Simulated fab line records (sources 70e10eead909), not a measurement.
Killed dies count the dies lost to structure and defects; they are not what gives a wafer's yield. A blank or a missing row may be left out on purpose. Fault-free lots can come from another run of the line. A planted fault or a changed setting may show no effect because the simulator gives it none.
fab line records | flow nandHarc
record lots=7 wafers=21 lastDay=23
route steps=1159 shown A_CHANNEL_FILL_D1@513 A_STAIRCASE@519 END@1159
lots untouched by any fault: they come from a run of this same line in which no faults occurred
startH: hours from the record's first day to the start of the lot's first wafer shown | waitH: hours elapsed since this lot's preceding step | " the same as in the row above | L1.1+2: a single row standing in for several wafers | - value missing, or start not given | * or withheld: withheld | < > ~ a bound
route shown NAME@n: NAME is a module with steps in the file, n the number in the route of the first one | usual: mean and standard deviation over wafers with no fault | same: alike in all rows | chamber/n: place in a boat | sites: each site's reading | _std_site: the values' standard deviation | _edge_site: the outer-site mean with the inner-site mean subtracted | radiusMm: for every site, how far away it sits from the centre of the wafer | mask NAME#n: copy n | behind: the tool/chamber that last shaped the wafer | hold: why the lot was held/for how many hours/how that ended | device: names the non-switching transistor (n, p or np) | end of line: tests run on the same wafers once the route is complete | for a step that has no rows: nothing shown but its recipe | killed: dies that structure and defects cost at the first sort, which is not the same as the wafer's yield | map: a wafer's dies, x killed, . not, _ none there
set.NAME: the setting that was run; set.NAME@STEP: the one run at that earlier step | model.NAME: the simulator's own value behind a step, which no gauge read
lots seen at some steps along the route; tables by step, rows by wafer
services: a tool's chamber out of use, with start hour (startH, from the record's first day; less than 0 if before it), hours out, and reason
## steps
# step NHARC_A_CHANNEL_FILL_D1_CMP_10
# recipe targetThkNm=150
# usual motorCurrentA=11.7/1.2 timeToEndpointS=16.8/2.9
# columns lot.wafer tool chamber startH waitH motorCurrentA timeToEndpointS
L232.1 cmp-02 2 251.70 0.4 10.5 19.1
L232.4 " 3 " " 12.2 22.9
L232.5 " 3 " " 13.0 21.4
L236.2 cmp-04 1 266.50 0.4 13.2 13.7
L236.3 " 0 " " 10.4 13.1
L236.6 " 2 " " 11.2 17.8
L237.3 cmp-02 2 280.47 0.4 10.6 16.9
L237.5 " 3 " " 11.8 20.8
L237.6 " 0 " " 10.9 18.1
L241.4 cmp-04 0 293.47 0.4 10.4 11.2
L241.1 " 1 " " 12.8 13.6
L241.5 " 1 " " 12.5 15.7
L246.2 cmp-01 0 338.08 0.4 11.3 16.2
L246.1 " 1 " " 11.9 15.6
L246.3 " 3 " " 10.7 17.5
L248.2 cmp-04 3 340.92 0.4 9.3 16.1
L248.1 " 0 " " 10.3 14.2
L248.3 " 1 " " 12.7 15.8
L250.4 cmp-01 1 347.78 0.4 11.6 19.2
L250.6 " 1 " " 11.9 21.0
L250.5 " 2 " " 14.2 12.4
# step NHARC_A_CHANNEL_FILL_D1_SRD_12
# step NHARC_A_CHANNEL_FILL_D1_RTA_24
# recipe tempC=1000 timeS=5
# usual lampPowerPct=32/6.1 lamp_zone_1_pct=32/6.1 wafer_temp_C_max=1004.5/1.1
# same timeS=5
# columns lot.wafer tool chamber startH waitH lampPowerPct lamp_zone_1_pct wafer_temp_C_max
L232.1 rtpAnneal-02 0 252.12 0.0 25 25 1003.1
L232.4 " 0 " " 25 25 1004.4
L232.5 " 0 " " 25 25 1003.5
L236.2 rtpAnneal-02 0 266.94 0.1 25 25 1003.1
L236.3 " 0 " " 25 25 1002.8
L236.6 " 0 " " 25 25 1001.6
L237.3 rtpAnneal-01 0 280.87 0.1 37 37 1005.0
L237.5 " 0 " " 37 37 1003.6
L237.6 " 0 " " 37 37 1005.5
L241.1 rtpAnneal-02 0 293.90 0.0 25 25 1003.2
L241.4 " 0 " " 25 25 1004.7
L241.5 " 0 " " 25 25 1002.7
L246.1 rtpAnneal-02 0 338.49 0.0 25 25 1003.4
L246.2 " 0 " " 25 25 1003.8
L246.3 " 0 " " 25 25 1004.8
L248.1 rtpAnneal-02 0 341.34 0.0 25 25 1005.2
L248.2 " 0 " " 25 25 1004.5
L248.3 " 0 " " 25 25 1004.3
L250.4 rtpAnneal-01 0 348.32 0.2 37 37 1005.0
L250.5 " 0 " " 37 37 1004.9
L250.6 " 0 " " 37 37 1005.8
# step NHARC_A_CHANNEL_FILL_D1_INSPECT_13
# usual rawDefectCount=336/140
# columns lot.wafer tool chamber startH waitH rawDefectCount
L232.1 defectInspect-01 - 252.32 0.2 322
L232.4 " - " " 233
L232.5 " - " " 437
L236.2 defectInspect-01 - 267.11 0.1 282
L236.3 " - " " 367
L236.6 " - " " 967
L237.3 defectInspect-01 - 281.01 0.1 260
L237.5 " - " " 248
L237.6 " - " " 210
L241.1 defectInspect-02 - 294.11 0.2 199
L241.4 " - " " 180
L241.5 " - " " 185
L246.1 defectInspect-02 - 338.69 0.2 370
L246.2 " - " " 213
L246.3 " - " " 276
L248.1 defectInspect-01 - 341.54 0.2 382
L248.2 " - " " 445
L248.3 " - " " 599
L250.4 defectInspect-01 - 348.44 0.1 362
L250.5 " - " " 401
L250.6 " - " " 271
# step NHARC_A_STAIRCASE_DEP_156
# recipe targetThkA=500 tempC=400 targetThkNm=50 flowSccm=200 rfW=450 material=SiNx
# usual heaterPowerW=724/100
# columns lot.wafer tool chamber startH waitH heaterPowerW
L232.1 pecvd-04 2 252.44 0.1 550
L232.5 " 0 " " 763
L232.4 " 2 " " 552
L236.2 pecvd-04 1 267.18 0.1 778
L236.3 " 0 " " 823
L236.6 " 0 " " 861
L237.3 pecvd-03 1 281.10 0.1 749
L237.6 " 0 " " 583
L237.5 " 1 " " 758
L241.1 pecvd-04 0 295.07 1.0 830
L241.5 " 1 " " 754
L241.4 " 2 " " 648
L246.2 pecvd-03 0 338.76 0.1 592
L246.1 " 1 " " 797
L246.3 " 2 " " 793
L248.3 pecvd-03 2 341.61 0.1 708
L248.2 " 0 " " 584
L248.1 " 1 " " 876
L250.4 pecvd-01 2 348.91 0.5 747
L250.6 " 0 " " 638
L250.5 " 1 " " 854
# step NHARC_A_STAIRCASE_DEHYDRATE_158
# recipe tempC=150 timeS=120
# step NHARC_A_STAIRCASE_HMDS_159
# recipe timeS=30
# step NHARC_A_STAIRCASE_COAT_160
# recipe spinRpm=1200
# step NHARC_A_STAIRCASE_SOFTBAKE_161
# recipe tempC=135 timeS=170
# step NHARC_A_STAIRCASE_EBR_162
# step NHARC_A_STAIRCASE_EXPOSE_163
# recipe na=0.5 doseMj=20.01 maskId=STAIR_OPEN
# usual exposureDoseMJCm2=20.010/0.019
# columns lot.wafer tool chamber startH waitH mask exposureDoseMJCm2
L232.1 krfScanner-04 0 252.99 - STAIR_OPEN#0 20.014
L232.4 " 0 " " STAIR_OPEN#0 20.000
L232.5 " 0 " " STAIR_OPEN#0 20.015
L236.2 krfScanner-04 0 267.66 - STAIR_OPEN#0 31.114
L236.3 " 0 " " STAIR_OPEN#0 31.097
L236.6 " 0 " " STAIR_OPEN#0 31.106
L237.3 krfScanner-04 0 281.69 - STAIR_OPEN#0 31.127
L237.5 " 0 " " STAIR_OPEN#0 31.108
L237.6 " 0 " " STAIR_OPEN#0 31.093
L241.1 krfScanner-04 0 295.68 - STAIR_OPEN#0 31.127
L241.4 " 0 " " STAIR_OPEN#0 31.113
L241.5 " 0 " " STAIR_OPEN#0 31.088
L246.1 krfScanner-02 0 339.36 - STAIR_OPEN#0 20.006
L246.2 " 0 " " STAIR_OPEN#0 20.012
L246.3 " 0 " " STAIR_OPEN#0 20.025
L248.1 krfScanner-01 0 342.21 - STAIR_OPEN#0 20.020
L248.2 " 0 " " STAIR_OPEN#0 20.043
L248.3 " 0 " " STAIR_OPEN#0 20.022
L250.4 krfScanner-01 0 349.44 - STAIR_OPEN#0 20.007
L250.5 " 0 " " STAIR_OPEN#0 19.987
L250.6 " 0 " " STAIR_OPEN#0 20.011
# step NHARC_A_STAIRCASE_PEB_164
# recipe pebTempC=115 pebTimeS=130
# step NHARC_END_SORT_01
# recipe tempC=25
# usual killedAtArray=28/11 killedAtOther=0.5/0.87 killedAtPeriphery=2.9/2.2 killedDies=32/11 killedOpen=3.2/1.9 killedShort=1.8/1.4
# same grossDies=677
# columns lot.wafer tool chamber startH waitH killedAtArray killedAtOther killedAtPeriphery killedDies killedOpen killedShort
L232.1 prober-02 0 447.44 2.5 24 3 2 29 3 2
L232.4 prober-02 0 449.85 3.4 17 0 5 22 3 0
L232.5 prober-02 0 450.65 3.7 23 0 1 24 2 2
# killed by level:class
L232.1 A_SLIT:chamberFilmFlake=8 A_CONTACT:chamberFilmFlake=7 A_CHANNEL_HOLE_D1:chamberFilmFlake=4 THIN_TSV:chamberFilmFlake=3 A_CONTACT:geometricParticle:open=2 P_CONTACT:geometricParticle:open=1 P_M0:geometricParticle:short=1 A_CONTACT:geometricParticle:short=1
L232.4 A_SLIT:chamberFilmFlake=8 A_CONTACT:chamberFilmFlake=5 P_ZERO_WELL:chamberFilmFlake=3 P_M0:geometricParticle:open=1 A_WL_FILL:geometricParticle:open=1 A_CONTACT:geometricParticle:open=1 P_M2:chamberFilmFlake=1 A_CHANNEL_HOLE_D1:chamberFilmFlake=1
L232.5 A_SLIT:chamberFilmFlake=12 A_CONTACT:chamberFilmFlake=4 A_CONTACT:geometricParticle:open=2 A_CHANNEL_HOLE_D1:chamberFilmFlake=2 A_SOURCE_PLATE:geometricParticle:short=1 A_M0:geometricParticle:short=1 P_GATE:chamberFilmFlake=1 A_CHANNEL_FILL_D1:chamberFilmFlake=1
## services
# columns tool chamber startH hours kind
krfScanner-04 - 229.98 0.9 repair
krfScanner-04 - 232.94 2.1 repair
pecvd-01 - 237.05 13.0 pm
krfScanner-04 - 242.03 0.4 repair
cmp-01 - 254.12 0.6 repair
krfScanner-01 - 256.00 4.0 pm
pecvd-04 - 260.62 1.5 repair
cmp-01 - 261.19 0.8 repair
cmp-04 - 271.52 3.2 repair
krfScanner-01 - 272.54 0.2 repair
pecvd-01 2 273.73 10.3 repair
cmp-01 - 277.50 4.0 pm
cmp-04 - 282.36 0.7 repair
pecvd-03 - 292.01 13.0 pm
pecvd-03 0 292.01 13.0 ventCycle
pecvd-03 1 292.01 13.0 ventCycle
pecvd-03 2 292.01 13.0 ventCycle
krfScanner-04 - 298.00 4.0 pm
rtpAnneal-02 - 300.00 12.0 pm
cmp-04 - 301.73 4.0 pm
pecvd-03 0 305.01 - clean
cmp-01 - 320.03 3.2 repair
cmp-02 - 324.71 4.0 pm
pecvd-04 2 343.23 18.0 repair
## key
firstSign step=NHARC_A_STAIRCASE_EXPOSE_163 reading=exposureDoseMJCm2 direction=up sigmas=99+ usual=20.010 struck=31.108
effect none on later readings
metAt NHARC_A_STAIRCASE_EXPOSE_163
struckWafers L236.2,L236.3,L236.6,L237.3,L237.5,L237.6,L241.1,L241.4,L241.5
testerLeftOut L236,L237,L241
onsetBetween 252.99 267.66
fault kind=processParameterDrift tool=krfScanner-04 chamber=- onsetH=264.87 steps=NHARC_A_STAIRCASE_EXPOSE_163 channel=doseMj offset=11.097 shape=step actsIn=theseRecipesOnly stated=20.01
# testerLeftOut: of these lots the tester's yield and bins aren't shown, on N5 and GAA mostly nor the transistor test; their killed dies are dies lost to structure and defects alone, not to doping, threshold or leakage, so they don't give the yield
